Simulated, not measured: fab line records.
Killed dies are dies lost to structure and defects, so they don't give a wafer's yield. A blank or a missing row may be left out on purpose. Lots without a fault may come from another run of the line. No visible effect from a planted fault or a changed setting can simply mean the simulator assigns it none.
fab line records	flow nandHarc
[record] lots = 13	wafers = 38	lastDay = 33
route steps=1302 shown A_STAIRCASE@706 END@1302
lots untouched by any fault: they come from a run of this same line in which no faults occurred
startH: start of the lot's first displayed wafer, in hours after the record's first day	waitH: hours from the lot's prior step to this one	" same as the row above	L1.1+2: a single row standing in for several wafers	- no value, or no start given	* or withheld: withheld	< > ~ a bound
route shown NAME@n: NAME is a module with steps in the file, n the number in the route of the first one	usual: mean/standard deviation of fault-free wafers	same: alike in all rows	chamber/n: place in a boat	sites: per-site readings	_std_site: their standard deviation	_edge_site: the outer-site mean with the inner-site mean subtracted	radiusMm: how far each site lies from the wafer's centre	mask NAME#n: copy n	behind: the tool/chamber that last shaped the wafer	hold: what put the lot on hold/how long, in hours/how the hold closed	device: names the non-switching transistor (n, p or np)	end of line: the tests these same wafers got at the end of their route	a step without rows: its recipe alone	killed: count of dies lost to structure and defects at first sort (not the wafer's yield)	map: a wafer's dies, x killed, . not, _ none there
set.NAME: the run value of the setting; set.NAME@STEP: its run value at that earlier step	model.NAME: the simulator's own value behind a step, which no gauge read
the route's steps for a sample of lots (tables are steps, rows are wafers)
services: the hour from which a tool's chamber was out of use, counted from the record's first day as startH (under 0 if before that day), plus the number of hours and why
[[steps]]
[step NHARC_A_STAIRCASE_ETCH_192]
[recipe] targetDepthA = 1000	timeS = 40.5	ionEnergyEv = 400	c4f8FlowSccm = 20	o2FlowSccm = 10	arFlowSccm = withheld	rfW = 600	biasW = 1000	chemistry = C4F8/O2
[usual] oesProductAu = 0.941/0.011	rfVppV = 896/6.3	runLengthS = 61.9/0.51
lot.wafer	tool	chamber	startH	waitH	oesProductAu	rfHoursCounterH	rfVppV	runLengthS
L839.2	rieDiel-10	1	-	-	0.939	32	890	61.2
L839.1	"	3	"	"	0.947	37	887	61.7
L839.5	"	2	"	"	0.948	-	897	61.0
L841.4	rieDiel-03	3	-	-	0.929	27	897	62.1
L841.2	"	0	"	"	0.942	33	902	62.4
L841.5	"	2	"	"	0.941	-	887	61.9
L842.3	rieDiel-08	0	-	-	0.963	0	902	62.2
L842.1	"	1	"	"	0.957	0	900	62.1
L842.5	"	0	"	"	0.952	-	902	62.4
L844.1	rieDiel-03	3	-	-	0.919	42	895	62.3
L844.2	"	1	"	"	0.923	43	889	61.3
L844.5	"	3	"	"	0.914	-	897	62.1
L846.4	rieDiel-03	2	-	-	0.936	51	887	61.7
L846.3	"	3	"	"	0.922	51	896	62.1
L846.6	"	2	"	"	0.940	-	885	62.0
L847.2	rieDiel-08	2	-	-	0.949	22	900	61.9
L847.4	"	3	"	"	0.965	24	888	62.3
L847.6	"	2	"	"	0.951	-	901	61.6
L850.1	rieDiel-10	3	-	-	0.943	18	906	61.3
L850.2	"	2	"	"	0.940	15	895	61.1
L850.6	"	0	"	"	0.942	-	893	62.0
L851.1	rieDiel-08	1	-	-	0.933	34	899	62.4
L851.2	"	3	"	"	0.960	30	887	63.2
L851.5	"	1	"	"	0.936	-	898	62.3
L849.2	rieDiel-10	2	-	-	0.929	18	895	60.9
L849.3	"	3	"	"	0.941	21	905	61.2
L849.6	"	2	"	"	0.931	-	895	60.9
L853.2	rieDiel-10	3	-	-	0.947	32	904	61.2
L853.3	"	0	"	"	0.946	29	892	62.0
L853.5	"	2	"	"	0.930	-	895	61.3
L858.1	rieDiel-03	3	-	-	0.953	34	894	62.2
L858.6	"	0	"	"	0.942	-	902	62.4
L860.4	rieDiel-03	2	-	-	0.931	36	906	61.8
L860.3	"	3	"	"	0.934	40	895	62.3
L860.6	"	3	"	"	0.923	-	896	62.2
L861.1	rieDiel-03	3	-	-	0.940	40	896	62.1
L861.3	"	0	"	"	0.940	39	902	62.5
L861.6	"	3	"	"	0.925	-	894	62.1
[step NHARC_A_STAIRCASE_ETCH_194]
[recipe] targetDepthA = 1000	timeS = 40.5	ionEnergyEv = 400	c4f8FlowSccm = 20	o2FlowSccm = 10	arFlowSccm = withheld	rfW = 600	biasW = 1000	chemistry = C4F8/O2
[usual] oesProductAu = 0.941/0.012	rfVppV = 896/6.5	runLengthS = 61.9/0.5
lot.wafer	tool	chamber	startH	waitH	oesProductAu	rfHoursCounterH	rfVppV	runLengthS
L839.2	rieDiel-10	0	359.37	-	0.938	34	893	62.1
L839.1	"	1	"	"	0.940	33	889	61.4
L839.5	"	2	"	"	0.935	-	898	61.2
L841.4	rieDiel-03	1	375.40	-	0.945	34	889	61.8
L841.2	"	3	"	"	0.930	27	897	62.0
L841.5	"	2	"	"	0.941	-	886	62.2
L842.3	rieDiel-08	2	382.00	-	0.939	1	899	61.9
L842.1	"	0	"	"	0.946	0	900	62.5
L842.5	"	2	"	"	0.950	-	901	62.1
L844.1	rieDiel-03	2	414.76	-	0.934	44	886	61.8
L844.2	"	3	"	"	0.923	42	895	62.1
L844.5	"	3	"	"	0.924	-	896	62.1
L846.4	rieDiel-03	0	434.09	-	0.938	56	902	62.1
L846.3	"	2	"	"	0.940	51	885	61.8
L846.6	"	0	"	"	0.928	-	903	62.4
L847.2	rieDiel-08	1	451.03	-	0.947	26	899	62.4
L847.4	"	2	"	"	0.957	22	901	61.6
L847.6	"	2	"	"	0.965	-	900	61.8
L850.2	rieDiel-10	0	469.75	-	0.931	16	892	62.1
L850.1	"	2	"	"	0.931	15	895	61.0
L850.6	"	1	"	"	0.937	-	890	61.5
L851.1	rieDiel-08	3	471.01	-	0.948	30	887	62.3
L851.2	"	0	"	"	0.937	34	901	62.7
L851.5	"	3	"	"	0.954	-	887	62.7
L849.3	rieDiel-10	3	476.15	-	0.921	21	905	61.4
L849.2	"	0	"	"	0.951	20	893	61.9
L849.6	"	3	"	"	0.928	-	906	61.5
L853.2	rieDiel-10	0	509.63	-	0.956	29	892	62.0
L853.3	"	3	"	"	0.946	32	905	61.3
L853.5	"	0	"	"	0.944	-	893	62.4
L858.1	rieDiel-03	3	546.57	-	0.938	34	895	71.9
L858.6	"	1	"	"	0.938	-	888	61.3
L860.3	rieDiel-03	1	576.17	-	0.929	28	888	61.7
L860.4	"	2	"	"	0.936	37	905	72.0
L860.6	"	1	"	"	0.938	-	888	61.4
L861.1	rieDiel-03	3	577.09	-	0.931	40	896	71.6
L861.3	"	1	"	"	0.929	29	887	61.7
L861.6	"	3	"	"	0.939	-	893	62.1
[step NHARC_A_STAIRCASE_ETCH_201]
[recipe] targetDepthA = 1000	timeS = 40.5	ionEnergyEv = 400	c4f8FlowSccm = 20	o2FlowSccm = 10	arFlowSccm = withheld	rfW = 600	biasW = 1000	chemistry = C4F8/O2
[usual] oesProductAu = 0.943/0.012	rfVppV = 896/6.4	runLengthS = 62.0/0.52
lot.wafer	tool	chamber	startH	waitH	oesProductAu	rfHoursCounterH	rfVppV	runLengthS
L839.1	rieDiel-08	2	-	-	0.965	42	901	61.6
L839.2	"	1	"	"	0.963	55	901	62.3
L839.5	"	3	"	"	0.942	-	888	62.3
L841.4	rieDiel-03	1	-	-	0.947	34	887	61.7
L841.2	"	3	"	"	0.928	28	897	62.1
L841.5	"	2	"	"	0.954	-	886	61.9
L842.3	rieDiel-08	0	-	-	0.939	1	901	62.1
L842.1	"	1	"	"	0.944	1	900	62.3
L842.5	"	3	"	"	0.950	-	887	63.1
L844.2	rieDiel-03	3	-	-	0.938	43	896	62.1
L844.1	"	2	"	"	0.930	45	887	61.9
L844.5	"	1	"	"	0.920	-	888	62.0
L846.3	rieDiel-08	3	-	-	0.944	20	887	62.5
L846.4	"	2	"	"	0.957	18	901	61.8
L846.6	"	3	"	"	0.940	-	887	62.4
L847.2	rieDiel-03	3	-	-	0.911	54	896	62.0
L847.4	"	2	"	"	0.930	-	886	62.0
L847.6	"	3	"	"	0.919	-	896	62.2
L850.1	rieDiel-10	0	-	-	0.932	17	893	62.4
L850.2	"	2	"	"	0.930	16	896	61.7
L850.6	"	3	"	"	0.925	-	904	61.3
L851.2	rieDiel-10	2	-	-	0.939	16	897	61.3
L851.1	"	0	"	"	0.925	18	893	62.2
L851.5	"	3	"	"	0.933	-	905	61.1
L849.2	rieDiel-08	0	-	-	0.939	36	901	62.2
L849.3	"	2	"	"	0.942	32	900	62.0
L849.6	"	1	"	"	0.926	-	900	62.5
L853.2	rieDiel-08	0	-	-	0.952	44	899	62.6
L853.3	"	2	"	"	0.963	41	901	61.8
L853.5	"	0	"	"	0.953	-	900	62.4
L858.1	rieDiel-03	1	-	-	0.940	20	887	61.9
L858.6	"	0	"	"	0.947	-	900	62.5
L860.3	rieDiel-03	3	-	-	0.925	40	894	62.1
L860.4	"	0	"	"	0.933	40	901	62.1
L860.6	"	3	"	"	0.938	-	896	62.1
L861.1	rieDiel-08	1	-	-	0.955	4	898	62.3
L861.3	"	0	"	"	0.963	4	900	62.5
L861.6	"	2	"	"	0.956	-	900	61.4
[step NHARC_A_STAIRCASE_STRIP_205]
[recipe] powerW = 1500	tempC = 250	chemistry = O2
[usual] drypumpMotorCurrentA = 6.0/0.39	heaterPowerW = 340/30
lot.wafer	tool	chamber	startH	waitH	drypumpMotorCurrentA	heaterPowerW	rfHoursCounterH
L839.2	plasmaAsher-02	0	361.22	0.1	6.6	365	23
L839.1	"	1	"	"	5.9	303	23
L839.5	"	1	"	"	5.9	308	-
L841.2	plasmaAsher-02	1	376.71	0.1	5.9	305	26
L841.4	"	0	"	"	6.6	364	-
L841.5	"	1	"	"	6.0	308	-
L842.1	plasmaAsher-02	0	383.50	0.1	6.6	361	28
L842.3	"	1	"	"	5.9	305	-
L842.5	"	1	"	"	5.9	303	-
L844.2	plasmaAsher-02	1	416.17	0.1	5.9	296	33
L844.1	"	0	"	"	6.6	371	33
L844.5	"	0	"	"	6.6	375	-
L846.4	plasmaAsher-02	0	435.43	0.2	6.6	360	-
L846.3	"	1	"	"	6.0	311	-
L846.6	"	0	"	"	6.6	351	-
L847.2	plasmaAsher-01	0	452.71	0.1	5.7	320	24
L847.4	"	1	"	"	5.7	390	-
L847.6	"	1	"	"	5.7	383	-
L850.2	plasmaAsher-02	1	471.26	0.1	5.9	312	8
L850.1	"	0	"	"	6.6	361	8
L850.6	"	1	"	"	6.0	315	-
L851.2	plasmaAsher-02	1	472.26	0.1	5.9	312	8
L851.1	"	0	"	"	6.6	366	8
L851.5	"	0	"	"	6.6	360	-
L849.2	plasmaAsher-01	1	477.38	0.1	5.6	400	30
L849.3	"	0	"	"	5.7	323	-
L849.6	"	0	"	"	5.7	323	-
L853.2	plasmaAsher-02	1	510.87	0.1	5.9	310	14
L853.3	"	1	"	"	5.9	311	-
L853.5	"	0	"	"	6.6	360	-
L858.1	plasmaAsher-01	1	548.49	0.1	5.7	348	4
L858.6	"	0	"	"	5.7	315	-
L860.4	plasmaAsher-02	1	577.80	0.2	5.9	315	-
L860.3	"	0	"	"	6.6	362	-
L860.6	"	1	"	"	5.9	313	-
L861.1	plasmaAsher-02	0	578.33	0.1	6.6	364	31
L861.3	"	0	"	"	6.6	357	-
L861.6	"	0	"	"	6.6	357	-
[step NHARC_END_SORT_01]
[recipe] tempC = 25
[usual] killedAtArray = 59/16	killedAtOther = 0.8/1.1	killedAtPeriphery = 3.6/2.4	killedDies = 64/16	killedOpen = 3.4/1.8	killedShort = 2.5/1.6
[same] grossDies = 677
lot.wafer	tool	chamber	startH	waitH	killedAtArray	killedAtOther	killedAtPeriphery	killedDies	killedOpen	killedShort
L839.1	prober-01	0	564.34	2.5	86	0	6	92	5	6
L839.2	prober-01	0	565.14	2.8	101	0	5	106	3	2
L839.5	prober-01	0	567.55	3.7	78	0	4	82	4	2
L841.2	prober-02	0	581.52	2.8	68	0	4	72	2	4
L841.4	prober-02	0	583.13	3.4	81	0	2	83	3	2
L841.5	prober-02	0	583.94	3.7	87	0	0	87	4	3
L842.1	prober-02	0	588.52	2.5	85	0	3	88	5	3
L842.3	prober-02	0	590.12	3.1	82	0	3	85	6	2
L842.5	prober-02	0	591.72	3.7	82	0	5	87	5	0
L844.1	prober-02	0	613.59	2.5	61	1	6	68	5	2
L844.2	prober-02	0	614.40	2.8	60	1	1	62	2	4
L844.5	prober-02	0	616.82	3.7	55	1	1	57	4	3
L846.3	prober-01	0	632.97	3.1	70	0	0	70	1	2
L846.4	prober-01	0	633.76	3.4	47	0	3	50	7	3
L846.6	prober-01	0	635.33	3.9	48	0	0	48	0	0
L847.2	prober-02	0	660.87	2.8	57	1	10	68	2	1
L847.4	prober-02	0	662.45	3.4	58	3	8	69	7	2
L847.6	prober-02	0	664.04	4.0	54	2	7	63	4	2
L850.1	prober-01	0	682.31	2.5	85	1	1	87	2	3
L850.2	prober-01	0	683.11	2.8	68	1	2	71	3	2
L850.6	prober-01	0	686.30	4.0	77	0	4	81	4	3
L851.1	prober-01	0	690.11	2.5	21	0	2	23	1	1
L851.2	prober-01	0	690.91	2.8	37	1	2	40	4	1
L851.5	prober-01	0	693.31	3.7	39	0	5	44	2	5
L849.2	prober-02	0	698.70	2.8	67	0	4	71	6	0
L849.3	prober-02	0	699.51	3.1	67	0	3	70	5	4
L849.6	prober-02	0	701.94	4.0	61	1	2	64	0	2
L853.2	prober-01	0	709.41	2.8	40	0	4	44	4	1
L853.3	prober-01	0	710.21	3.1	38	0	7	45	3	0
L853.5	prober-01	0	711.83	3.7	51	0	7	58	5	6
L861.1	prober-01	0	779.44	2.5	184	0	1	185	6	1
L861.3	prober-01	0	781.05	3.1	68	0	3	71	2	2
L861.6	prober-01	0	783.47	4.0	64	0	3	67	5	3
L860.3	prober-02	0	781.13	3.1	48	2	10	60	2	2
L860.4	prober-02	0	781.94	3.5	199	4	4	207	4	1
L860.6	prober-02	0	783.58	4.1	44	2	5	51	1	1
// killed by level:class
L839.1 A_CHANNEL_HOLE_D2:chamberFilmFlake=25 A_CHANNEL_HOLE_D1:chamberFilmFlake=22 A_SLIT:chamberFilmFlake=22 A_CONTACT:chamberFilmFlake=4 A_WL_FILL:chamberFilmFlake=3 A_CHANNEL_FILL_D2:geometricParticle:short=2 P_STI:chamberFilmFlake=2 A_STAIRCASE:chamberFilmFlake=2
L839.2 A_CHANNEL_HOLE_D1:chamberFilmFlake=36 A_CHANNEL_HOLE_D2:chamberFilmFlake=32 A_SLIT:chamberFilmFlake=19 A_CONTACT:chamberFilmFlake=7 P_M2:chamberFilmFlake=3 P_GATE:chamberFilmFlake=2 A_CHANNEL_FILL_D1:geometricParticle:short=1 A_DECK1_JOINT:geometricParticle:short=1
L839.5 A_CHANNEL_HOLE_D2:chamberFilmFlake=26 A_SLIT:chamberFilmFlake=23 A_CHANNEL_HOLE_D1:chamberFilmFlake=17 A_CONTACT:chamberFilmFlake=4 P_GATE:chamberFilmFlake=2 P_M2:chamberFilmFlake=2 A_ONON_D1:geometricParticle:open=1 A_CHANNEL_HOLE_D2:geometricParticle:open=1
L841.2 A_SLIT:chamberFilmFlake=27 A_CHANNEL_HOLE_D1:chamberFilmFlake=24 A_CHANNEL_HOLE_D2:chamberFilmFlake=5 A_CONTACT:chamberFilmFlake=4 P_GATE:chamberFilmFlake=2 P_GATE:geometricParticle:open=1 P_M0:geometricParticle:short=1 A_CHANNEL_FILL_D1:geometricParticle:short=1
L841.4 A_CHANNEL_HOLE_D1:chamberFilmFlake=36 A_SLIT:chamberFilmFlake=27 A_CHANNEL_HOLE_D2:chamberFilmFlake=8 A_CONTACT:chamberFilmFlake=3 A_CONTACT:geometricParticle:open=2 P_CONTACT:geometricParticle:short=1 A_CHANNEL_HOLE_D1:geometricParticle:short=1 A_DECK1_JOINT:geometricParticle:open=1
L841.5 A_CHANNEL_HOLE_D1:chamberFilmFlake=36 A_SLIT:chamberFilmFlake=23 A_CHANNEL_HOLE_D2:chamberFilmFlake=9 A_STAIRCASE:chamberFilmFlake=3 A_CONTACT:chamberFilmFlake=3 A_ZERO_WELL:chamberFilmFlake=2 A_WL_FILL:chamberFilmFlake=2 A_ONON_D1:geometricParticle:open=1
L842.1 A_SLIT:chamberFilmFlake=31 A_CHANNEL_HOLE_D2:chamberFilmFlake=27 A_STAIRCASE:chamberFilmFlake=9 A_CHANNEL_HOLE_D1:chamberFilmFlake=4 A_CHANNEL_FILL_D2:geometricParticle:open=2 A_WL_FILL:chamberFilmFlake=2 A_CONTACT:chamberFilmFlake=2 P_CONTACT:geometricParticle:open=1
L842.3 A_CHANNEL_HOLE_D2:chamberFilmFlake=37 A_SLIT:chamberFilmFlake=29 A_STAIRCASE:chamberFilmFlake=8 P_CONTACT:geometricParticle:open=2 A_ONON_D1:geometricParticle:short=1 A_ONON_D1:geometricParticle:open=1 A_DECK1_JOINT:geometricParticle:open=1 A_WL_FILL:geometricParticle:short=1
L842.5 A_CHANNEL_HOLE_D2:chamberFilmFlake=32 A_SLIT:chamberFilmFlake=30 A_STAIRCASE:chamberFilmFlake=8 P_STI:chamberFilmFlake=3 A_CHANNEL_HOLE_D1:chamberFilmFlake=3 A_M0:chamberFilmFlake=3 A_CONTACT:chamberFilmFlake=2 P_CONTACT:geometricParticle:open=1
L844.1 A_CHANNEL_HOLE_D1:chamberFilmFlake=35 A_CHANNEL_HOLE_D2:chamberFilmFlake=14 P_ZERO_WELL:chamberFilmFlake=4 A_STAIRCASE:chamberFilmFlake=4 A_CONTACT:chamberFilmFlake=2 P_CONTACT:geometricParticle:open=1 P_M1:geometricParticle:open=1 A_SOURCE_PLATE:geometricParticle:short=1
L844.2 A_CHANNEL_HOLE_D1:chamberFilmFlake=39 A_CHANNEL_HOLE_D2:chamberFilmFlake=8 A_WL_FILL:geometricParticle:short=3 A_CONTACT:chamberFilmFlake=3 A_STAIRCASE:chamberFilmFlake=3 A_CHANNEL_HOLE_D2:geometricParticle:short=1 A_CHANNEL_FILL_D2:geometricParticle:open=1 A_WL_FILL:geometricParticle:open=1
L844.5 A_CHANNEL_HOLE_D1:chamberFilmFlake=29 A_CHANNEL_HOLE_D2:chamberFilmFlake=15 A_STAIRCASE:chamberFilmFlake=3 A_CHANNEL_FILL_D1:geometricParticle:open=2 A_CHANNEL_FILL_D1:chamberFilmFlake=2 P_CONTACT:geometricParticle:open=1 A_CHANNEL_HOLE_D1:geometricParticle:short=1 A_DECK1_JOINT:geometricParticle:short=1
L846.3 A_CHANNEL_HOLE_D2:chamberFilmFlake=41 A_CONTACT:chamberFilmFlake=13 A_CHANNEL_HOLE_D1:chamberFilmFlake=5 A_WL_FILL:chamberFilmFlake=4 A_STAIRCASE:chamberFilmFlake=3 A_ONON_D2:geometricParticle:short=2 A_CHANNEL_FILL_D1:geometricParticle:open=1 A_SLIT:chamberFilmFlake=1
L846.4 A_CHANNEL_HOLE_D2:chamberFilmFlake=28 A_CONTACT:chamberFilmFlake=8 A_CHANNEL_HOLE_D1:chamberFilmFlake=2 P_M0:geometricParticle:open=1 P_M2:geometricParticle:short=1 P_BONDPAD:geometricParticle:open=1 A_SOURCE_PLATE:geometricParticle:open=1 A_CHANNEL_FILL_D1:geometricParticle:short=1
L846.6 A_CHANNEL_HOLE_D2:chamberFilmFlake=27 A_CONTACT:chamberFilmFlake=11 A_CHANNEL_HOLE_D1:chamberFilmFlake=4 A_STAIRCASE:chamberFilmFlake=3 A_WL_FILL:chamberFilmFlake=2 A_CHANNEL_FILL_D2:chamberFilmFlake=1
L847.2 A_SLIT:chamberFilmFlake=28 A_CHANNEL_HOLE_D2:chamberFilmFlake=20 P_CONTACT:chamberFilmFlake=7 A_CONTACT:chamberFilmFlake=5 P_GATE:geometricParticle:open=1 A_CHANNEL_FILL_D1:geometricParticle:short=1 A_M1:geometricParticle:open=1 P_ZERO_WELL:chamberFilmFlake=1
L847.4 A_SLIT:chamberFilmFlake=29 A_CHANNEL_HOLE_D2:chamberFilmFlake=11 A_CHANNEL_HOLE_D1:chamberFilmFlake=7 P_CONTACT:chamberFilmFlake=4 THIN_TSV:chamberFilmFlake=3 P_M1:geometricParticle:open=2 A_DECK1_JOINT:geometricParticle:open=2 A_CONTACT:chamberFilmFlake=2
L847.6 A_SLIT:chamberFilmFlake=22 A_CHANNEL_HOLE_D2:chamberFilmFlake=12 P_CONTACT:chamberFilmFlake=6 A_CHANNEL_HOLE_D1:chamberFilmFlake=6 A_CONTACT:chamberFilmFlake=4 A_STAIRCASE:chamberFilmFlake=3 THIN_TSV:chamberFilmFlake=2 P_M0:geometricParticle:open=1
L850.1 A_CHANNEL_HOLE_D1:chamberFilmFlake=38 A_SLIT:chamberFilmFlake=32 A_CONTACT:chamberFilmFlake=5 A_WL_FILL:chamberFilmFlake=3 P_M0:geometricParticle:open=1 A_CHANNEL_HOLE_D1:geometricParticle:short=1 A_CHANNEL_FILL_D1:geometricParticle:open=1 A_SGD_CUT:geometricParticle:short=1
L850.2 A_SLIT:chamberFilmFlake=30 A_CHANNEL_HOLE_D1:chamberFilmFlake=25 A_CONTACT:chamberFilmFlake=4 A_STAIRCASE:chamberFilmFlake=2 P_M0:geometricParticle:open=1 A_CHANNEL_FILL_D1:geometricParticle:open=1 A_DECK1_JOINT:geometricParticle:short=1 A_ONON_D2:geometricParticle:short=1
L850.6 A_CHANNEL_HOLE_D1:chamberFilmFlake=36 A_SLIT:chamberFilmFlake=25 A_CONTACT:chamberFilmFlake=7 P_GATE:geometricParticle:open=2 A_CHANNEL_FILL_D2:chamberFilmFlake=2 A_ONON_D1:geometricParticle:short=1 A_CHANNEL_FILL_D2:geometricParticle:open=1 A_STAIRCASE:geometricParticle:short=1
L851.1 A_CHANNEL_HOLE_D2:chamberFilmFlake=12 A_CONTACT:chamberFilmFlake=3 P_M1:chamberFilmFlake=2 A_CHANNEL_HOLE_D1:chamberFilmFlake=2 A_SLIT:chamberFilmFlake=2 A_WL_FILL:geometricParticle:short=1 A_M0:geometricParticle:open=1
L851.2 A_CHANNEL_HOLE_D2:chamberFilmFlake=13 A_CHANNEL_HOLE_D1:chamberFilmFlake=12 A_CHANNEL_FILL_D2:geometricParticle:open=3 P_M1:chamberFilmFlake=2 A_SLIT:chamberFilmFlake=2 A_ONON_D2:geometricParticle:short=1 A_CHANNEL_HOLE_D2:geometricParticle:open=1 A_ZERO_WELL:chamberFilmFlake=1
L851.5 A_CHANNEL_HOLE_D2:chamberFilmFlake=18 A_CHANNEL_HOLE_D1:chamberFilmFlake=7 A_STAIRCASE:chamberFilmFlake=3 P_STI:chamberFilmFlake=2 P_M1:chamberFilmFlake=2 A_CONTACT:chamberFilmFlake=2 A_SOURCE_PLATE:geometricParticle:short=1 A_CHANNEL_FILL_D1:geometricParticle:short=1
L849.2 A_CHANNEL_HOLE_D1:chamberFilmFlake=35 A_SLIT:chamberFilmFlake=24 A_ONON_D2:geometricParticle:open=2 P_M2:geometricParticle:open=1 A_CHANNEL_FILL_D1:geometricParticle:open=1 A_SLIT:geometricParticle:open=1 A_M0:geometricParticle:open=1 P_ZERO_WELL:chamberFilmFlake=1
L849.3 A_SLIT:chamberFilmFlake=29 A_CHANNEL_HOLE_D1:chamberFilmFlake=22 A_CONTACT:chamberFilmFlake=4 P_M0:chamberFilmFlake=2 P_GATE:geometricParticle:open=1 A_SOURCE_PLATE:geometricParticle:short=1 A_CHANNEL_HOLE_D1:geometricParticle:open=1 A_ONON_D2:geometricParticle:short=1
L849.6 A_CHANNEL_HOLE_D1:chamberFilmFlake=29 A_SLIT:chamberFilmFlake=20 A_CONTACT:chamberFilmFlake=4 A_CHANNEL_HOLE_D2:chamberFilmFlake=2 A_STAIRCASE:chamberFilmFlake=2 A_WL_FILL:chamberFilmFlake=2 A_ONON_D1:geometricParticle:short=1 A_ONON_D2:geometricParticle:short=1
L853.2 A_CHANNEL_HOLE_D2:chamberFilmFlake=21 A_CHANNEL_HOLE_D1:chamberFilmFlake=5 P_CONTACT:chamberFilmFlake=3 A_CHANNEL_FILL_D2:chamberFilmFlake=3 A_SLIT:chamberFilmFlake=3 A_ONON_D2:geometricParticle:short=1 A_CHANNEL_HOLE_D2:geometricParticle:open=1 A_CHANNEL_FILL_D2:geometricParticle:open=1
L853.3 A_CHANNEL_HOLE_D2:chamberFilmFlake=19 A_CHANNEL_HOLE_D1:chamberFilmFlake=5 A_SLIT:chamberFilmFlake=4 P_CONTACT:chamberFilmFlake=4 A_CHANNEL_FILL_D2:chamberFilmFlake=3 A_BLC:geometricParticle:open=2 P_STI:chamberFilmFlake=2 A_WL_FILL:geometricParticle:open=1
L853.5 A_CHANNEL_HOLE_D2:chamberFilmFlake=22 A_CHANNEL_HOLE_D1:chamberFilmFlake=10 A_CHANNEL_HOLE_D2:geometricParticle:short=4 A_CHANNEL_FILL_D2:chamberFilmFlake=4 P_CONTACT:chamberFilmFlake=3 A_STAIRCASE:chamberFilmFlake=3 A_CHANNEL_FILL_D2:geometricParticle:open=2 P_STI:chamberFilmFlake=2
L861.1 A_STAIRCASE:areaEtch=106 A_CHANNEL_HOLE_D2:chamberFilmFlake=28 A_CHANNEL_HOLE_D1:chamberFilmFlake=14 A_CONTACT:chamberFilmFlake=10 A_SLIT:chamberFilmFlake=8 A_STAIRCASE:chamberFilmFlake=5 A_M1:chamberFilmFlake=4 A_CHANNEL_HOLE_D2:geometricParticle:open=2
L861.3 A_CHANNEL_HOLE_D2:chamberFilmFlake=27 A_CHANNEL_HOLE_D1:chamberFilmFlake=16 A_CONTACT:chamberFilmFlake=10 A_SLIT:chamberFilmFlake=7 A_STAIRCASE:chamberFilmFlake=3 A_M1:chamberFilmFlake=2 P_GATE:geometricParticle:open=1 P_CONTACT:geometricParticle:short=1
L860.3 A_SLIT:chamberFilmFlake=32 P_GATE:chamberFilmFlake=9 A_STAIRCASE:chamberFilmFlake=4 A_CONTACT:chamberFilmFlake=3 A_CHANNEL_HOLE_D1:unspecified=2 A_CHANNEL_HOLE_D2:chamberFilmFlake=2 THIN_TSV:chamberFilmFlake=2 A_CHANNEL_FILL_D1:geometricParticle:short=1
L860.4 A_STAIRCASE:areaEtch=149 A_SLIT:chamberFilmFlake=34 THIN_TSV:chamberFilmFlake=4 P_GATE:chamberFilmFlake=3 A_STAIRCASE:chamberFilmFlake=3 A_BLC:geometricParticle:open=2 A_ZERO_WELL:chamberFilmFlake=2 A_CHANNEL_HOLE_D1:unspecified=2
L861.6 A_CHANNEL_HOLE_D2:chamberFilmFlake=20 A_CHANNEL_HOLE_D1:chamberFilmFlake=12 A_STAIRCASE:chamberFilmFlake=9 A_SLIT:chamberFilmFlake=8 A_CONTACT:chamberFilmFlake=6 A_ONON_D1:geometricParticle:open=2 A_M1:chamberFilmFlake=2 P_CONTACT:geometricParticle:open=1
L860.6 A_SLIT:chamberFilmFlake=30 P_GATE:chamberFilmFlake=5 A_CONTACT:chamberFilmFlake=4 A_CHANNEL_HOLE_D1:unspecified=3 A_CHANNEL_HOLE_D1:chamberFilmFlake=2 THIN_TSV:chamberFilmFlake=2 A_CHANNEL_HOLE_D1:geometricParticle:short=1 A_M0:geometricParticle:open=1
[[services]]
tool	chamber	startH	hours	kind
plasmaAsher-01	-	342.00	9.0	pm
rieDiel-03	0	342.12	-	clean
rieDiel-03	1	342.12	-	clean
rieDiel-03	2	342.12	-	clean
rieDiel-03	3	342.12	-	clean
rieDiel-08	1	345.55	2.6	repair
rieDiel-03	3	353.14	5.0	repair
rieDiel-03	0	366.62	-	clean
rieDiel-03	1	366.62	-	clean
rieDiel-03	2	366.62	-	clean
rieDiel-03	3	366.62	-	clean
rieDiel-08	-	371.69	9.0	pm
rieDiel-03	1	381.98	11.9	repair
rieDiel-08	2	382.30	3.3	repair
rieDiel-03	0	394.54	-	clean
rieDiel-03	1	394.54	-	clean
rieDiel-03	2	394.54	-	clean
rieDiel-10	-	419.94	9.0	pm
plasmaAsher-02	-	426.28	9.0	pm
rieDiel-03	-	442.14	0.5	repair
rieDiel-03	-	458.33	9.0	pm
plasmaAsher-01	-	519.00	9.0	pm
rieDiel-08	-	549.09	9.0	pm
rieDiel-03	3	555.71	3.1	repair
[[key]]
[firstSign] step = NHARC_A_STAIRCASE_ETCH_194	reading = runLengthS	direction = up	sigmas = 20	usual = *	struck = *
[effect] step = NHARC_END_SORT_01	reading = killedDies	direction = up	sigmas = 8.4	usual = 64	struck = 196
[moreKillsBornAt] NHARC_A_STAIRCASE_ETCH_194@rieDiel-03 = 255
metAt NHARC_A_STAIRCASE_ETCH_194
struckLots L858,L860,L861
struckWafers L858.1,L860.4,L861.1
sortLeftOut L858.1
testerLeftOut L858,L860,L861
notActingAt NHARC_A_STAIRCASE_ETCH_192,NHARC_A_STAIRCASE_ETCH_201,NHARC_A_STAIRCASE_STRIP_205
onsetBetween 434.09 546.57
[fault] kind = processParameterDrift	tool = rieDiel-03	chamber = -	onsetH = 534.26	steps = NHARC_A_STAIRCASE_ETCH_194	channel = timeS	offset = *	shape = step	endH = 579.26	scope = struckWafersOnly	actsIn = *	stated = *
// testerLeftOut: of these lots the tester's yield and bins aren't shown, on N5 and GAA mostly nor the transistor test; their killed dies are dies lost to structure and defects alone, not to doping, threshold or leakage, so they don't give the yield
// sortLeftOut: the simulated sort isn't trusted on such a fault, so these wafers' sort isn't shown, and their yield isn't known
